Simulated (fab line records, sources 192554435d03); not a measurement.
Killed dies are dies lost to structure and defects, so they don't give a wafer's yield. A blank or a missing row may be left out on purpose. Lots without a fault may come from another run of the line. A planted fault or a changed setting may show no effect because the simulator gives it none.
Split-lot experiment | flow n5_finfet | 7 lots, 21 wafers read, on a route of 1938 steps

THE SPLIT
At N5_BEOL_M4_ETCH_64 (etches SOC in N2/H2, target depth 75 nm, overetch 22.5 nm, time 121.9 s), the setting bias_w was moved away from the recipe's 150 W on 8 of the 21 wafers read, by -17.5% to +11.9%. The other wafers ran this setting at the recipe's value.

The reading is taken at the split's own step.

THE READING
rf_vpp_V, in V, at N5_BEOL_M4_ETCH_64 (etches SOC in N2/H2, target depth 75 nm, overetch 22.5 nm, time 121.9 s). Fault-free wafers of this fab line usually give 524.2 V, standard deviation 2.4 V.

wafer  | tool, chamber at the split | bias_w as run, W | against the recipe | rf_vpp_V, V | against lot-mates on the recipe
L079.1 | rie_diel-04, 3             | 166              | +10.7%             | 562.8       | +37.0
L079.2 | rie_diel-04, 1             | 166              | +10.7%             | 558.0       | +32.2
L079.5 | rie_diel-04, 3             | 150              | recipe             | 525.8       | -
L081.2 | rie_diel-04, 1             | 150              | recipe             | 524.0       | -
L081.3 | rie_diel-04, 3             | 150              | recipe             | 526.5       | -
L081.6 | rie_diel-04, 2             | 150              | recipe             | 525.9       | -
L083.4 | rie_diel-04, 3             | 127.8            | -14.8%             | 476.7       | -49.1
L083.5 | rie_diel-04, 3             | 150              | recipe             | 526.1       | -
L083.6 | rie_diel-04, 2             | 150              | recipe             | 525.5       | -
L089.1 | rie_diel-01, 3             | 150              | recipe             | 519.2       | -
L089.4 | rie_diel-01, 1             | 150              | recipe             | 525.0       | -
L089.6 | rie_diel-01, 0             | 124.1            | -17.3%             | 464.3       | -57.8
L091.1 | rie_diel-05, 3             | 150              | recipe             | 526.3       | -
L091.3 | rie_diel-05, 1             | 136.5            | -9.0%              | 494.9       | -31.4
L091.4 | rie_diel-05, 2             | 136.5            | -9.0%              | 493.7       | -32.6
L094.1 | rie_diel-01, 2             | 123.7            | -17.5%             | 463.5       | -58.9
L094.4 | rie_diel-01, 3             | 150              | recipe             | 519.5       | -
L094.6 | rie_diel-01, 0             | 150              | recipe             | 525.3       | -
L095.1 | rie_diel-05, 2             | 150              | recipe             | 525.8       | -
L095.3 | rie_diel-05, 3             | 167.9            | +11.9%             | 566.9       | +41.5
L095.6 | rie_diel-05, 1             | 150              | recipe             | 525.0       | -

THE FIT
A straight line over all 21 wafers: rf_vpp_V changes by +3.42 V for each +1% of bias_w; r = +1.00; the points scatter about the line by 2.3 V.
The same after taking each lot's own level away (the mean of its wafers on the recipe; 21 wafers): +3.36 V for each +1%; r = +1.00; scatter 1.8 V.
On that fit, the largest move of bias_w shifts the reading by 59 V.
The lots' own levels span 522.10 to 526.30 V, that is 1.7 times the standard deviation above.
So the lot-to-lot level changes the slope little: the two slopes agree.
Check: with one of the wafers moved furthest among these (-17.5%) left out of the fit, the line predicts -59.2 V for it against its lot-mates. It came out at -58.9 V against them.
Tool readings at the split's step, against how far the setting was moved: rf_vpp_V r = +1.00.

OTHER SPLITS ON THESE WAFERS
These wafers also went through other splits before the reading. Each is held against what the fit with the lots' levels taken away leaves over:
other split on the same wafers | wafers away from the commonest value | r with rf_vpp_V (lot level and that fit taken away)
N5_BEOL_M4_EXPOSE_08 dose_mj   | 7                                    | -0.18

THE WHOLE CHAIN: every reading that the file lists as answering this split, in the file's order
step               | what it does                                                            | reading                                                                          | change (the file's fit)                | r (the file's)
N5_BEOL_M4_ETCH_64 | etches SOC in N2/H2, target depth 75 nm, overetch 22.5 nm, time 121.9 s | rf_vpp_V                                                                         | +3.36 V for each +1% of the setting    | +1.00
N5_BEOL_M4_ETCH_64 | etches SOC in N2/H2, target depth 75 nm, overetch 22.5 nm, time 121.9 s | SiARC_of_BEOL_M4_COAT_62.thk_nm (the simulator's own value, which no gauge read) | -0.0718 nm for each +1% of the setting | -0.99

THE FILE'S OWN FIT
rf_vpp_V changes by +3.36 V for each +1% of bias_w, r = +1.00.
